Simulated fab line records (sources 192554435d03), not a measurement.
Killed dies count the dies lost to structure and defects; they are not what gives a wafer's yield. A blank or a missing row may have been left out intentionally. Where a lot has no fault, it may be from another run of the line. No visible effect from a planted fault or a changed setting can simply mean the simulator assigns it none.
Which tool was responsible? | flow n5 finfet | 11 lots, 33 wafers sampled, at 7 steps of a route of 1938

== WHAT THE GAUGES SHOWED, per wafer ==
N5_FIN_SAQP_OCD_MEAS_76. Usual: trench depth nm 120.3 nm, standard deviation 1.2.
lot  | measured    | on     | trench depth nm (nm) | flag
L727 | day 2 01:31 | ocd-01 | 121.7 120.8 121.9    |
L730 | day 2 20:32 | ocd-01 | 121.7 121.4 121.5    |
L732 | day 3 07:48 | ocd-01 | 118.9 120.6 118.6    |
L733 | day 3 16:17 | ocd-01 | 121.2 119.6 120.0    |
L736 | day 4 11:31 | ocd-02 | 120.4 119.2 120.4    |
L738 | day 4 23:22 | ocd-02 | 118.1 119.3 120.7    |
L743 | day 6 10:23 | ocd-01 | 121.0 122.2 120.6    |
L744 | day 6 15:50 | ocd-02 | 119.2 120.6 120.3    |
L746 | day 7 00:05 | ocd-01 | 118.6 119.7 120.1    |
L749 | day 7 15:44 | ocd-01 | 119.6 119.6 120.5    |
L750 | day 7 20:53 | ocd-01 | 118.7 121.2 119.1    |

N5_FIN_SAQP_INSPECT_40: inspects for defects (brightfield). Usual: raw defect count 227, standard deviation 70.
lot  | measured    | on                | raw defect count | flag
L727 | day 2 01:33 | defect inspect-02 | 135 154 149      |
L730 | day 2 20:34 | defect inspect-02 | 168 98 101       |
L732 | day 3 07:49 | defect inspect-02 | 214 139 152      |
L733 | day 3 16:19 | defect inspect-01 | 177 153 157      |
L736 | day 4 11:32 | defect inspect-01 | 448 303 429      |
L738 | day 4 23:23 | defect inspect-02 | 210 182 201      |
L743 | day 6 10:25 | defect inspect-01 | 789 762 788      | OFF
L744 | day 6 15:52 | defect inspect-02 | 836 793 756      | OFF
L746 | day 7 00:07 | defect inspect-02 | 372 423 173      |
L749 | day 7 15:46 | defect inspect-01 | 270 317 282      |
L750 | day 7 20:55 | defect inspect-01 | 181 241 197      |

N5_FIN_CUT_OVL_MEAS_09. Usual: FIN_CUT_OVL typically reads 0.2 nm, with standard deviation 0.73.
lot  | measured    | on         | FIN_CUT_OVL (nm) | flag
L727 | day 2 02:00 | overlay-02 | -0.1 1.5 0.4     |
L730 | day 2 21:01 | overlay-02 | 0.2 -1.0 -0.2    |
L732 | day 3 08:17 | overlay-02 | 0.1 0.5 -0.2     |
L733 | day 3 16:40 | overlay-01 | 0.0 -0.1 -0.8    |
L736 | day 4 11:52 | overlay-02 | 0.2 0.4 0.3      |
L738 | day 4 23:44 | overlay-01 | -0.7 -0.6 0.7    |
L743 | day 6 10:52 | overlay-01 | 0.6 -0.4 0.8     |
L744 | day 6 16:11 | overlay-01 | 0.5 0.3 0.4      |
L746 | day 7 00:27 | overlay-02 | -1.2 0.6 0.4     |
L749 | day 7 16:13 | overlay-02 | 0.8 -0.8 -0.3    |
L750 | day 7 21:23 | overlay-01 | -0.7 0.2 0.4     |

N5_FIN_CUT_INSPECT_10: inspects for defects (brightfield). Usual: raw defect count 42, standard deviation 11.
lot  | measured    | on                | raw defect count | flag
L727 | day 2 02:04 | defect inspect-01 | 32 34 31         |
L730 | day 2 21:04 | defect inspect-02 | 32 24 27         |
L732 | day 3 08:20 | defect inspect-02 | 38 33 31         |
L733 | day 3 16:43 | defect inspect-02 | 40 34 35         |
L736 | day 4 11:56 | defect inspect-01 | 60 53 73         |
L738 | day 4 23:47 | defect inspect-01 | 48 45 58         |
L743 | day 6 10:56 | defect inspect-01 | 649 647 647      | OFF
L744 | day 6 16:15 | defect inspect-02 | 653 621 633      | OFF
L746 | day 7 00:31 | defect inspect-01 | 60 82 40         |
L749 | day 7 16:17 | defect inspect-01 | 53 46 56         |
L750 | day 7 21:26 | defect inspect-01 | 29 40 36         |

N5_BEOL_M4_RC_MEAS_101. Usual: DIBL_N 36.3 mV/V, standard deviation 1.2; DIBL_P 36.7 mV/V, standard deviation 1.5; IOFF_N 0.164 nA/um, standard deviation 0.02; IOFF_P 0.214 nA/um, standard deviation 0.024; ION_N 673 uA/um, standard deviation 8.5; ION_P 461 uA/um, standard deviation 5.9; SS_N 71.6 mV/dec, standard deviation 0.44; SS_P 73.3 mV/dec, standard deviation 0.55; VT_N 249.4 mV, standard deviation 2.4; VT_P -250.0 mV, standard deviation 2.3.
lot  | measured     | on        | DIBL_N (mV/V)  | DIBL_P (mV/V)  | IOFF_N (nA/um)    | IOFF_P (nA/um)    | ION_N (uA/um) | ION_P (uA/um) | SS_N (mV/dec)  | SS_P (mV/dec)  | VT_N (mV)         | VT_P (mV)            | flag
L727 | day 7 14:05  | prober-01 | 36.3 35.6 36.4 | 35.8 34.9 35.2 | 0.162 0.149 0.160 | 0.194 0.182 0.188 | 674 654 655   | 458 449 453   | 71.9 71.7 71.4 | 73.4 73.3 74.0 | 249.4 250.6 249.2 | -251.8 -255.3 -251.0 |
L730 | day 8 06:36  | prober-02 | 37.0 35.4 34.7 | 37.7 36.0 35.2 | 0.187 0.150 0.138 | 0.214 0.183 0.173 | 688 673 665   | 461 456 456   | 72.5 71.9 71.7 | 73.3 73.1 72.8 | 246.9 251.1 250.6 | -248.0 -253.8 -253.1 |
L732 | day 9 13:40  | prober-01 | 37.4 37.9 36.1 | 37.3 38.3 36.5 | 0.179 0.193 0.152 | 0.263 0.274 0.238 | 691 672 689   | 480 466 474   | 71.8 72.1 71.8 | 73.7 74.0 73.6 | 247.9 243.3 246.9 | -244.0 -242.7 -246.4 |
L733 | day 9 11:40  | prober-01 | 36.4 33.3 35.5 | 36.7 33.2 35.5 | 0.144 0.112 0.134 | 0.225 0.173 0.205 | 652 676 669   | 459 465 464   | 70.8 70.8 71.2 | 73.0 71.9 72.8 | 252.7 254.2 252.9 | -248.0 -249.8 -250.0 |
L736 | day 10 16:14 | prober-01 | 36.3 36.8 36.5 | 37.8 38.2 37.6 | 0.171 0.169 0.159 | 0.235 0.243 0.227 | 689 678 676   | 472 466 464   | 71.7 71.7 71.7 | 73.8 72.6 73.7 | 245.1 248.6 250.6 | -249.2 -249.1 -249.4 |
L738 | day 10 17:22 | prober-02 | 38.5 36.8 35.9 | 39.1 37.5 35.4 | 0.217 0.172 0.151 | 0.266 0.242 0.201 | 692 673 667   | 470 459 456   | 72.3 72.2 71.6 | 74.8 74.5 73.4 | 247.0 250.8 251.7 | -248.6 -247.8 -251.3 |
L743 | day 12 05:11 | prober-02 | 36.0 34.2 35.2 | 36.7 33.7 34.7 | 0.159 0.129 0.141 | 0.232 0.190 0.192 | 679 669 663   | 466 463 457   | 72.1 71.5 71.1 | 73.3 72.7 72.7 | 249.3 251.4 250.4 | -248.2 -248.6 -251.4 |
L744 | day 12 18:50 | prober-02 | 35.7 35.6 35.6 | 36.6 36.9 36.2 | 0.176 0.173 0.174 | 0.214 0.209 0.202 | 678 675 682   | 460 461 459   | 71.9 72.3 72.5 | 73.4 73.1 73.6 | 248.0 249.2 247.9 | -253.1 -250.9 -251.1 |
L746 | day 12 22:29 | prober-01 | 36.5 35.7 34.4 | 36.7 35.6 34.3 | 0.186 0.168 0.150 | 0.219 0.209 0.187 | 677 691 681   | 459 464 463   | 71.7 71.4 71.3 | 73.8 73.6 73.1 | 248.8 247.4 251.1 | -249.0 -251.4 -252.3 |
L749 | day 13 14:47 | prober-02 | 38.4 39.1 37.7 | 38.8 39.1 37.5 | 0.186 0.205 0.175 | 0.236 0.240 0.207 | 677 685 684   | 466 467 463   | 71.4 72.2 71.6 | 73.5 73.5 72.5 | 249.3 246.7 248.6 | -249.4 -248.1 -252.9 |
L750 | day 13 19:11 | prober-02 | 36.3 36.1 38.6 | 38.1 38.3 40.1 | 0.159 0.160 0.200 | 0.214 0.214 0.258 | 680 672 682   | 465 465 469   | 71.2 71.2 72.3 | 73.8 73.3 74.7 | 251.0 251.5 247.2 | -251.5 -250.7 -249.7 |

== TOOL THAT RAN EACH LOT (tool first, then ch and the chambers of the sampled wafers, then the start) ==
lot  | N5_FIN_SAQP_RECESS_63             | N5_FIN_SAQP_PRECLEAN_45
L727 | vapor etch-01 ch 1, day 1 23:40   | wet bench-01 ch 3,5,6, day 2 01:28
L730 | vapor etch-02 ch 0,1, day 2 18:36 | wet bench-01 ch 1,4,7, day 2 20:29
L732 | vapor etch-01 ch 0,1, day 3 05:41 | wet bench-04 ch 1,2,4, day 3 07:45
L733 | vapor etch-02 ch 0,1, day 3 14:12 | wet bench-06 ch 0,1,6, day 3 16:15
L736 | vapor etch-02 ch 0, day 4 09:09   | wet bench-01 ch 4,5,6, day 4 11:28
L738 | vapor etch-01 ch 0,1, day 4 21:17 | wet bench-04 ch 1,3,4, day 4 23:19
L743 | vapor etch-02 ch 0,1, day 6 08:17 | wet bench-04 ch 2,3,4, day 6 10:20
L744 | vapor etch-02 ch 0,1, day 6 13:34 | wet bench-04 ch 2,6,7, day 6 15:47
L746 | vapor etch-02 ch 0,1, day 6 22:12 | wet bench-01 ch 1,2,4, day 7 00:02
L749 | vapor etch-02 ch 1, day 7 13:28   | wet bench-01 ch 0,3,7, day 7 15:41
L750 | vapor etch-01 ch 0,1, day 7 19:04 | wet bench-06 ch 3,4,5, day 7 20:51
- N5_FIN_SAQP_RECESS_63: chemistry HF/NH3, target SiO2, target depth 18 nm, afs cycles 3, sublimation time 60 s.
- N5_FIN_SAQP_PRECLEAN_45: cleans in dHF, time 10 s.

== AS READ BY THE TOOLS THEMSELVES (means over the sampled wafers that have a number; for cases with no such wafer, the mark the record gives instead) ==
N5_FIN_SAQP_RECESS_63. Usual: drypump motor current A 5.68 A, standard deviation 0.14.
lot  | tool          | drypump motor current A (A) | flag
L727 | vapor etch-01 | 5.86                        |
L730 | vapor etch-02 | 5.60                        |
L732 | vapor etch-01 | 5.68                        |
L733 | vapor etch-02 | 5.61                        |
L736 | vapor etch-02 | 5.75                        |
L738 | vapor etch-01 | 5.79                        |
L743 | vapor etch-02 | 5.68                        |
L744 | vapor etch-02 | 5.68                        |
L746 | vapor etch-02 | 5.60                        |
L749 | vapor etch-02 | 5.55                        |
L750 | vapor etch-01 | 5.80                        |

N5_FIN_SAQP_PRECLEAN_45. Usual: bath heat duty pct 6.2 %, standard deviation 0.62.
lot  | tool         | bath heat duty pct (%) | flag
L727 | wet bench-01 | 6.8                    |
L730 | wet bench-01 | 6.6                    |
L732 | wet bench-04 | 6.6                    |
L733 | wet bench-06 | 5.4                    |
L736 | wet bench-01 | 6.6                    |
L738 | wet bench-04 | 6.3                    |
L743 | wet bench-04 | 6.3                    |
L744 | wet bench-04 | 6.4                    |
L746 | wet bench-01 | 6.2                    |
L749 | wet bench-01 | 6.3                    |
L750 | wet bench-06 | 6.1                    |

== THE ANSWER, worked out from the rows above alone ==
Rule: a lot is off if the mean of its wafers that have a number lies more than 3 standard deviations from the usual mean. A lot without any number at a reading at which 4 lots or more have one is off too. All remaining lots with rows at the step are treated as sound. Order of review: gauges by route order, followed by the tools' own readings, for which a lot's mean as printed above is used. The first step at which some lot is off is used, and at that step the reading that is off furthest; a lot without a number counts as furthest.
Off at N5_FIN_SAQP_INSPECT_40 (raw defect count): L743, L744.
A tool fits if, at a process step before that reading, it ran every lot that is off, and no sound lot after the first of them. Those tools and the gauges at N5_FIN_SAQP_INSPECT_40 are tried in the same way. One fits: wet bench-04 at N5_FIN_SAQP_PRECLEAN_45. A fault onset in the window from L738 (day 4 23:19, its last sound lot) to L743 (day 6 10:20, its first lot off) fits.

== WHAT THE SIMULATOR HAD INSERTED ==
Chamber particle source: wet bench-04, from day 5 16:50 on, at N5_FIN_SAQP_PRECLEAN_45. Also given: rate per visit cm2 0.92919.
Lots struck among those shown: L743, L744. The same result came from the rule above.
